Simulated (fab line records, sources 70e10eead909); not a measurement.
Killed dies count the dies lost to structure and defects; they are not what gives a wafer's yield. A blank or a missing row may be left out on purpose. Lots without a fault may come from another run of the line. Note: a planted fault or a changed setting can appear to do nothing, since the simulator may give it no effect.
fab line records | flow nand-harc
record lots=12 wafers=35 last-day=24
route steps=1159 shown A_SLIT@790 A_WL_FILL@809
lots untouched by any fault: they come from a run of this same line in which no faults occurred
start-h: hours from the record's opening day to when the first of the lot's shown wafers began | wait-h: how many hours have passed since the lot's step before this one | " repeats the value in the row above | L1.1+2: one row covering several wafers at once | - value missing, or start not given | * or withheld: withheld | < > ~ a bound
route shown NAME@n: names a module that has steps shown in the file, with the first one's number in the route | usual: mean/standard deviation taken from wafers without a fault | same: alike in all rows | chamber/n: place in a boat | sites: readings site by site | _std_site: standard deviation across them | _edge_site: the outer-site mean with the inner-site mean subtracted | radius-mm: how far each site lies from the wafer's centre | mask NAME#n: copy n | behind: tool/chamber where the wafer was last shaped | hold: cause of the lot's hold/its duration in hours/its outcome | device: the n, p or np transistor that did not switch | end of line: the same wafers' tests at the end of the route | a step with no rows: only its recipe | killed: the dies lost at the first sort to structure and to defects; this is not the yield of the wafer | map: per-die view of a wafer (x killed, . not killed, _ where there is no die)
set.NAME: the setting as run; set.NAME@STEP: as run at that earlier step | model.NAME: the simulator's own value behind a step, which no gauge read
a sample of lots followed through the steps of the route, with each step as a table and each wafer as a row
services: a tool's chamber out of use, with start hour (start-h, from the record's first day; less than 0 if before it), hours out, and reason
## steps
# step NHARC_A_SLIT_CD_MEAS_09
# recipe target-cd-nm=300 landing-energy-ev=500
# usual cd-nm=300.2/0.49
# columns lot.wafer tool chamber start-h wait-h cd-nm
L122.4 cd-sem-02 0 313.79 - 300.1
L122.5 " 0 " " 299.7
L122.6 " 0 " " 300.0
L125.1 cd-sem-03 0 333.33 - 300.3
L125.2 " 0 " " 300.3
L125.4 " 0 " " 300.6
L123.1 cd-sem-02 0 335.11 - 300.8
L123.5 " 0 " " 300.6
L123.6 " 0 " " 300.2
L127.1 cd-sem-02 0 342.67 - 300.4
L127.2 " 0 " " 300.0
L127.6 " 0 " " 300.2
L129.1 cd-sem-03 0 343.10 - 300.1
L129.2 " 0 " " 299.9
L129.4 " 0 " " 299.7
L128.3 cd-sem-01 0 362.14 - 300.1
L128.5 " 0 " " 299.7
L128.6 " 0 " " 299.9
L132.1 cd-sem-02 0 378.14 - 300.0
L132.4 " 0 " " 299.3
L135.1 cd-sem-01 0 398.95 - 299.7
L135.5 " 0 " " 299.9
L135.6 " 0 " " 300.4
L139.1 cd-sem-03 0 408.09 - 300.3
L139.3 " 0 " " 300.1
L139.4 " 0 " " 300.3
L144.1 cd-sem-01 0 445.72 - 301.4
L144.2 " 0 " " 300.4
L144.6 " 0 " " 299.8
L143.3 cd-sem-01 0 447.04 - 300.2
L143.4 " 0 " " 300.0
L143.6 " 0 " " 300.0
L145.1 cd-sem-02 0 465.74 - 300.0
L145.2 " 0 " " 299.8
L145.4 " 0 " " 299.6
# step NHARC_A_SLIT_ETCH_15
# recipe target-depth-a=32000 over-etch-frac=0.3 time-s=832 ion-energy-ev=150 o2-flow-sccm=400 cos-flow-sccm=20 ar-flow-sccm=0 rf-w=500 bias-w=300 chemistry=O2/COS
# usual drypump-motor-current-A=5.7/0.53 oes-product-au=1.002/0.011 rf-vpp-V=314.4/1.8 showerhead-plenum-p-Torr=3.14/0.11 throttle-valve-pct=28.329/0.0098
# columns lot.wafer tool chamber start-h wait-h drypump-motor-current-A oes-product-au rf-hours-counter-h rf-vpp-V showerhead-plenum-p-Torr throttle-valve-pct
L122.4 rie-diel-12 1 - - 6.5 1.001 - 313.8 3.12 28.329
L122.5 " 2 " " 5.8 1.010 - 311.5 2.97 28.326
L122.6 " 0 " " 5.9 1.018 - 316.4 3.20 28.345
L125.1 rie-diel-01 3 - - 5.2 0.992 1 313.3 3.07 28.331
L125.4 " 1 " " 6.5 1.004 1 313.5 3.20 28.330
L125.2 " 2 " " 5.3 0.990 1 315.5 3.24 28.305
L123.1 rie-diel-01 1 - - 6.5 1.002 1 316.7 3.20 28.332
L123.6 " 3 " " 5.2 0.989 - 313.9 3.07 28.341
L123.5 " 0 " " 5.1 1.012 - 312.7 3.04 28.333
L127.2 rie-diel-11 0 - - 5.6 1.006 11 316.7 3.32 28.316
L127.1 " 2 " " 4.7 1.000 11 312.9 2.99 28.330
L127.6 " 1 " " 5.8 1.027 - 313.2 3.03 28.327
L129.1 rie-diel-01 0 - - 5.1 1.002 2 312.9 3.04 28.323
L129.4 " 2 " " 5.3 1.002 2 316.0 3.24 28.347
L129.2 " 3 " " 5.2 1.004 2 312.8 3.07 28.332
L128.3 rie-diel-12 2 - - 5.8 1.001 8 312.1 2.97 28.327
L128.6 " 3 " " 6.1 0.998 - 314.9 3.23 28.330
L128.5 " 0 " " 5.8 1.027 - 315.0 3.20 28.329
L132.1 rie-diel-11 2 - - 4.6 0.982 0 314.2 2.99 28.325
L132.4 " 3 " " 5.3 1.012 0 316.6 3.28 28.330
L135.1 rie-diel-12 3 - - 6.1 0.992 0 314.9 3.23 28.321
L135.5 " 0 " " 5.9 1.009 - 315.9 3.20 28.311
L135.6 " 1 " " 6.5 0.986 - 314.0 3.11 28.324
L139.3 rie-diel-12 2 - - 5.9 0.993 1 311.4 2.97 28.339
L139.4 " 3 " " 6.1 1.003 1 315.8 3.23 28.326
L139.1 " 0 " " 5.8 1.009 1 315.7 3.20 28.313
L144.1 rie-diel-11 3 - - 5.3 1.011 5 316.5 3.28 28.327
L144.2 " 0 " " 5.6 0.996 6 318.1 3.31 28.346
L144.6 " 3 " " 5.3 1.017 - 316.2 3.28 28.332
L143.3 rie-diel-11 2 - - 4.7 0.983 6 311.0 2.99 28.321
L143.4 " 3 " " 5.3 1.001 6 318.1 3.28 28.328
L143.6 " 2 " " 4.7 0.987 - 312.5 2.99 28.344
L145.2 rie-diel-01 0 - - 5.1 1.000 10 312.7 3.04 28.336
L145.1 " 2 " " 5.3 1.011 10 315.6 3.23 28.333
L145.4 " 3 " " 5.2 0.983 10 313.0 3.06 28.328
# step NHARC_A_SLIT_ETCH_29
# recipe target-depth-a=1000 overetch-a=100 time-s=55 ion-energy-ev=100 cf4-flow-sccm=80 o2-flow-sccm=20 ar-flow-sccm=0 rf-w=300 bias-w=100 chemistry=CF4/O2
# usual drypump-motor-current-A=5.6/0.54 oes-product-au=1.002/0.011 rf-vpp-V=198.0/1.3 showerhead-plenum-p-Torr=1.34/0.052 throttle-valve-pct=13.398/0.0091
# columns lot.wafer tool chamber start-h wait-h drypump-motor-current-A oes-product-au rf-hours-counter-h rf-vpp-V showerhead-plenum-p-Torr throttle-valve-pct
L122.4 rie-diel-11 0 318.28 0.1 5.6 1.010 8 198.4 1.42 13.386
L122.5 " 3 " " 5.3 1.023 - 198.0 1.41 13.406
L122.6 " 0 " " 5.7 1.015 - 199.8 1.42 13.394
L125.2 rie-diel-01 0 336.39 0.1 5.1 1.005 2 198.2 1.30 13.395
L125.1 " 2 " " 5.3 0.992 2 201.0 1.39 13.398
L125.4 " 3 " " 5.2 0.996 2 197.0 1.31 13.394
L123.1 rie-diel-12 2 339.75 0.1 5.8 0.999 6 196.1 1.27 13.388
L123.5 " 3 " " 6.1 0.985 - 198.0 1.38 13.402
L123.6 " 0 " " 5.9 1.018 - 200.1 1.37 13.394
L127.2 rie-diel-12 0 345.72 0.1 5.8 1.013 7 199.0 1.37 13.397
L127.1 " 2 " " 5.8 1.011 6 197.2 1.27 13.393
L127.6 " 0 " " 5.8 1.018 - 197.9 1.37 13.398
L129.4 rie-diel-11 2 346.18 0.1 4.7 0.994 11 197.4 1.28 13.412
L129.2 " 3 " " 5.3 1.021 9 199.6 1.41 13.402
L129.1 " 1 " " 5.8 1.021 11 198.3 1.30 13.421
L128.3 rie-diel-11 0 365.21 0.1 5.6 1.004 12 200.1 1.42 13.390
L128.5 " 2 " " 4.7 0.981 - 196.1 1.28 13.406
L128.6 " 3 " " 5.3 1.016 - 199.2 1.41 13.402
L132.1 rie-diel-11 3 382.13 0.1 5.3 1.003 1 198.5 1.40 13.399
L132.4 " 1 " " 5.8 1.002 0 198.0 1.30 13.398
L135.1 rie-diel-01 0 402.37 0.1 5.1 1.015 7 196.9 1.30 13.412
L135.5 " 0 " " 5.1 1.013 - 197.8 1.30 13.375
L135.6 " 1 " " 6.5 1.003 - 196.7 1.37 13.404
L139.1 rie-diel-01 2 412.46 0.1 5.3 0.995 7 198.2 1.38 13.413
L139.3 " 3 " " 5.2 1.007 8 196.8 1.31 13.380
L139.4 " 1 " " 6.4 0.997 7 198.1 1.37 13.396
L144.2 rie-diel-01 1 448.76 0.1 6.4 1.008 10 199.1 1.37 13.386
L144.1 " 3 " " 5.2 0.985 9 197.1 1.31 13.403
L144.6 " 2 " " 5.3 0.996 - 200.3 1.38 13.398
L143.3 rie-diel-12 3 450.46 0.1 6.1 0.988 4 198.1 1.38 13.411
L143.4 " 0 " " 5.8 1.014 - 198.6 1.37 13.400
L143.6 " 3 " " 6.1 0.993 - 200.2 1.38 13.396
L145.2 rie-diel-11 1 468.93 0.2 5.8 1.014 7 195.8 1.29 13.402
L145.1 " 3 " " 5.3 1.016 7 199.4 1.40 13.402
L145.4 " 0 " " 5.6 0.983 7 198.7 1.42 13.402
# step NHARC_A_WL_FILL_ALD_00
# recipe target-thk-a=30 pulse-time-s=3 ald-cycles=30 temp-c=300 material=Al2O3
# usual ald-cycles=30/0 heater-power-w=486/44 precursor-pulse-height-rel=1.001/0.02
# columns lot.wafer tool chamber start-h wait-h ald-cycles heater-power-w precursor-pulse-height-rel
L122.4 ald-hk-01 0 325.02 0.1 30 472 0.993
L122.5 " 1 " " 30 560 1.007
L122.6 " 2 " " 30 506 1.035
L125.2 ald-hk-01 0 345.44 0.9 30 471 0.988
L125.4 " 1 " " 30 557 0.979
L125.1 " 2 " " 30 502 1.021
L123.1 ald-hk-03 1 348.11 0.1 30 476 0.987
L123.6 " 2 " " 30 436 1.012
L123.5 " 3 " " 30 485 0.991
L127.1 ald-hk-03 0 354.11 0.1 30 457 1.016
L127.2 " 1 " " 30 473 0.972
L127.6 " 3 " " 30 490 1.005
L129.4 ald-hk-03 3 354.25 0.3 30 497 1.011
L129.2 " 0 " " 30 476 1.022
L129.1 " 1 " " 30 457 0.995
L128.3 ald-hk-01 3 375.88 2.5 30 432 1.018
L128.5 " 3 " " 30 430 0.991
L128.6 " 0 " " 30 475 0.993
L132.1 ald-hk-03 2 390.51 0.1 41 446 1.027
L132.4 " 3 " " 30 494 0.980
L135.1 ald-hk-04 2 410.13 0.1 30 480 0.965
L135.6 " 1 " " 30 584 0.979
L135.5 " 2 " " 30 492 1.007
L139.4 ald-hk-01 2 420.91 1.9 30 511 0.984
L139.3 " 0 " " 30 466 0.996
L139.1 " 1 " " 30 534 1.013
L143.3 ald-hk-04 0 456.99 0.1 30 497 1.017
L143.4 " 3 " " 30 445 1.031
L143.6 " 0 " " 30 501 0.988
L144.1 ald-hk-01 3 457.04 0.1 30 445 1.027
L144.2 " 0 " " 30 453 0.983
L144.6 " 2 " " 30 504 0.983
L145.4 ald-hk-01 0 477.13 0.2 30 461 1.003
L145.1 " 1 " " 30 553 0.984
L145.2 " 2 " " 30 499 0.984
## services
# columns tool chamber start-h hours kind
rie-diel-01 0 295.76 3.9 repair
rie-diel-11 0 296.62 - clean
rie-diel-11 1 296.62 - clean
rie-diel-11 2 296.62 - clean
rie-diel-11 3 296.62 - clean
rie-diel-01 2 297.29 9.3 repair
rie-diel-12 - 300.14 0.4 repair
rie-diel-12 3 304.02 10.6 repair
rie-diel-01 - 314.92 9.0 pm
rie-diel-11 0 321.12 - clean
rie-diel-11 1 321.12 - clean
rie-diel-11 2 321.12 - clean
rie-diel-11 3 321.12 - clean
ald-hk-03 - 322.43 10.0 pm
rie-diel-11 3 324.09 12.4 repair
rie-diel-11 0 345.62 - clean
rie-diel-11 1 345.62 - clean
rie-diel-11 2 345.62 - clean
rie-diel-12 3 365.40 15.0 repair
rie-diel-11 - 366.50 9.0 pm
ald-hk-04 - 375.84 0.8 repair
rie-diel-12 - 379.46 9.0 pm
rie-diel-12 - 420.74 14.0 repair
rie-diel-12 1 447.74 5.4 repair
## key
first-sign step=NHARC_A_WL_FILL_ALD_00 reading=ald-cycles direction=up sigmas=99+ usual=30 struck=41
effect none on later readings
met-at NHARC_A_WL_FILL_ALD_00
struck-lots L132
struck-wafers L132.1
tester-left-out L132
not-acting-at NHARC_A_SLIT_CD_MEAS_09,NHARC_A_SLIT_ETCH_15,NHARC_A_SLIT_ETCH_29
onset-between 354.25 390.51
fault kind=process-parameter-drift tool=ald-hk-03 chamber=- onset-h=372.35 steps=NHARC_A_WL_FILL_ALD_00 channel=ald-cycles offset=11 shape=step end-h=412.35 scope=struck-wafers-only acts-in=these-recipes-only stated=30
# tester-left-out: of these lots the tester's yield and bins aren't shown, on N5 and GAA mostly nor the transistor test; their killed dies are dies lost to structure and defects alone, not to doping, threshold or leakage, so they don't give the yield
